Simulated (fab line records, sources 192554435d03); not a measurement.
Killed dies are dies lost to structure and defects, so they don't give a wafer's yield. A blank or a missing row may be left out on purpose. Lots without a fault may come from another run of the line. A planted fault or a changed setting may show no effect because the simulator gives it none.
Which tool did it? | flow n5_finfet | 15 lots, 45 wafers sampled, at 4 steps of a route of 1938

WHAT THE GAUGES READ, wafer by wafer
N5_MIM_BOT_LITHO_OVL_MEAS_11. Usual: MIM_BOT_OVL -7 nm, standard deviation 5.7.
lot  | measured     | on         | MIM_BOT_OVL (nm) | flag
L977 | day 12 18:24 | overlay-02 | -2 -2 -1         |
L978 | day 13 15:20 | overlay-02 | 0 -5 -8          |
L979 | day 14 13:39 | overlay-02 | -3 -2 -6         |
L983 | day 15 11:51 | overlay-01 | -6 -14 -13       |
L984 | day 16 20:17 | overlay-01 | 1 -14 -9         |
L986 | day 18 03:17 | overlay-01 | -4 -3 -18        |
L987 | day 18 03:26 | overlay-02 | -12 -6 -15       |
L989 | day 18 19:22 | overlay-02 | -8 -13 -2        |
L990 | day 19 23:12 | overlay-01 | -3 -2 -12        |
L991 | day 19 23:14 | overlay-02 | -14 -17 -5       |
L100 | day 20 17:04 | overlay-02 | -12 -5 -17       |
L992 | day 21 14:34 | overlay-01 | - - -            | OFF
L997 | day 21 19:47 | overlay-01 | - - -            | OFF
L999 | day 21 22:02 | overlay-02 | - - -            | OFF
L985 | day 22 01:43 | overlay-02 | -4 -8 -4         |

WHICH TOOL RAN EACH LOT (tool, then ch and the chambers of the sampled wafers, then the start)
lot  | N5_MIM_TOP_ALD_02                           | N5_MIM_TOP_DEGAS_04          | N5_MIM_BOT_LITHO_DEVELOP_07
L977 | ald_hk-01 ch 1,3, day 12 17:05 or earlier   | pvd_sputter-01, day 12 17:05 | litho_track-05 ch 0, day 12 18:15
L978 | ald_hk-02 ch 0,1, day 13 13:55 or earlier   | pvd_sputter-01, day 13 13:55 | litho_track-05 ch 0, day 13 15:12
L979 | ald_hk-02 ch 2,3, day 14 12:14 or earlier   | pvd_sputter-02, day 14 12:14 | litho_track-05 ch 0, day 14 13:31
L983 | ald_hk-01 ch 0,3, day 15 10:39 or earlier   | pvd_sputter-02, day 15 10:39 | litho_track-02 ch 0, day 15 11:43
L984 | ald_hk-03 ch 0,1,2, day 16 18:58 or earlier | pvd_sputter-03, day 16 18:58 | litho_track-04 ch 0, day 16 20:09
L986 | ald_hk-02 ch 0,1,2, day 18 01:56 or earlier | pvd_sputter-02, day 18 01:56 | litho_track-04 ch 0, day 18 03:08
L987 | ald_hk-03 ch 0,1,3, day 18 02:04 or earlier | pvd_sputter-02, day 18 02:04 | litho_track-05 ch 0, day 18 03:17
L989 | ald_hk-03 ch 0,2,3, day 18 18:02 or earlier | pvd_sputter-01, day 18 18:02 | litho_track-02 ch 0, day 18 19:13
L990 | ald_hk-02 ch 0,1,3, day 19 16:55 or earlier | pvd_sputter-02, day 19 16:55 | litho_track-05 ch 0, day 19 23:03
L991 | ald_hk-02 ch 0,1,2, day 19 21:35 or earlier | pvd_sputter-03, day 19 21:35 | litho_track-02 ch 0, day 19 23:05
L100 | ald_hk-01 ch 0,1,2, day 20 15:41 or earlier | pvd_sputter-02, day 20 15:41 | litho_track-02 ch 0, day 20 16:55
L992 | ald_hk-01 ch 0,1,2, day 21 13:21 or earlier | pvd_sputter-03, day 21 13:21 | litho_track-05, day 21 14:25
L997 | ald_hk-03 ch 2,3, day 21 18:19 or earlier   | pvd_sputter-01, day 21 18:19 | litho_track-05, day 21 19:38
L999 | ald_hk-03 ch 1,2,3, day 21 20:40 or earlier | pvd_sputter-03, day 21 20:40 | litho_track-02, day 21 21:53
L985 | ald_hk-01 ch 0,1, day 22 00:20 or earlier   | pvd_sputter-02, day 22 00:20 | litho_track-04 ch 0, day 22 01:34
- N5_MIM_TOP_ALD_02: deposits Al2O3, purge time 3 s, co reactant pulse time 3 s.
- N5_MIM_TOP_DEGAS_04: time 60 s.
- N5_MIM_BOT_LITHO_DEVELOP_07: develop time 60 s.

WHAT THE TOOLS THEMSELVES READ (means of the sampled wafers that have a number; where no wafer has one, the mark that the record gives instead)
N5_MIM_TOP_ALD_02. Usual: precursor_pulse_height_rel 1.002, standard deviation 0.023.
lot  | tool      | precursor_pulse_height_rel | flag
L977 | ald_hk-01 | 1.002                      |
L978 | ald_hk-02 | 0.992                      |
L979 | ald_hk-02 | 1.001                      |
L983 | ald_hk-01 | 1.021                      |
L984 | ald_hk-03 | 1.019                      |
L986 | ald_hk-02 | 1.009                      |
L987 | ald_hk-03 | 0.983                      |
L989 | ald_hk-03 | 1.012                      |
L990 | ald_hk-02 | 1.015                      |
L991 | ald_hk-02 | 0.981                      |
L100 | ald_hk-01 | 1.021                      |
L992 | ald_hk-01 | 0.993                      |
L997 | ald_hk-03 | 0.970                      |
L999 | ald_hk-03 | 1.004                      |
L985 | ald_hk-01 | 1.002                      |

N5_MIM_TOP_DEGAS_04. Usual: heater_power_w 448 W, standard deviation 40.
lot  | tool           | heater_power_w (W) | flag
L977 | pvd_sputter-01 | 424                |
L978 | pvd_sputter-01 | 403                |
L979 | pvd_sputter-02 | 443                |
L983 | pvd_sputter-02 | 455                |
L984 | pvd_sputter-03 | 472                |
L986 | pvd_sputter-02 | 482                |
L987 | pvd_sputter-02 | 471                |
L989 | pvd_sputter-01 | 421                |
L990 | pvd_sputter-02 | 468                |
L991 | pvd_sputter-03 | 468                |
L100 | pvd_sputter-02 | 475                |
L992 | pvd_sputter-03 | 451                |
L997 | pvd_sputter-01 | 426                |
L999 | pvd_sputter-03 | 416                |
L985 | pvd_sputter-02 | 469                |

N5_MIM_BOT_LITHO_DEVELOP_07. Usual: chill_plate_temp_C 23.02 C, standard deviation 0.093.
lot  | tool           | chill_plate_temp_C (C) | flag
L977 | litho_track-05 | 22.91                  |
L978 | litho_track-05 | 23.10                  |
L979 | litho_track-05 | 23.02                  |
L983 | litho_track-02 | 23.04                  |
L984 | litho_track-04 | 22.94                  |
L986 | litho_track-04 | 23.04                  |
L987 | litho_track-05 | 23.03                  |
L989 | litho_track-02 | 23.04                  |
L990 | litho_track-05 | 23.08                  |
L991 | litho_track-02 | 23.01                  |
L100 | litho_track-02 | 22.92                  |
L992 | litho_track-05 | -                      | OFF
L997 | litho_track-05 | -                      | OFF
L999 | litho_track-02 | -                      | OFF
L985 | litho_track-04 | 23.03                  |

THE ANSWER, worked out from the rows above alone
Rule: a lot is off if the mean of its wafers that have a number lies more than 3 standard deviations from the usual mean. A lot without any number at a reading at which 4 lots or more have one is off too. The other lots that the step has rows for count as sound. The gauges are gone through in route order, then the tools' own readings, and for those a lot's mean is taken as printed above. The first step at which some lot is off is used, and at that step the reading that is off furthest; a lot without a number counts as furthest.
Off: L992, L997, L999, at N5_MIM_BOT_LITHO_OVL_MEAS_11 (MIM_BOT_OVL). Without a number there: L992, L997, L999.
A tool fits if, at a process step before that reading, it ran every lot that is off, and no sound lot after the first of them. The gauges at N5_MIM_BOT_LITHO_OVL_MEAS_11 aren't tried: what is off there is off at N5_MIM_BOT_LITHO_DEVELOP_07 too, on other tools, and a gauge's error can't cause that. N5_MIM_TOP_ALD_02 gives no start for some lots, so the hours and the order of its lots are those of N5_MIM_TOP_DEGAS_04. None of those tried fits.

WHAT THE SIMULATOR HAD PUT IN
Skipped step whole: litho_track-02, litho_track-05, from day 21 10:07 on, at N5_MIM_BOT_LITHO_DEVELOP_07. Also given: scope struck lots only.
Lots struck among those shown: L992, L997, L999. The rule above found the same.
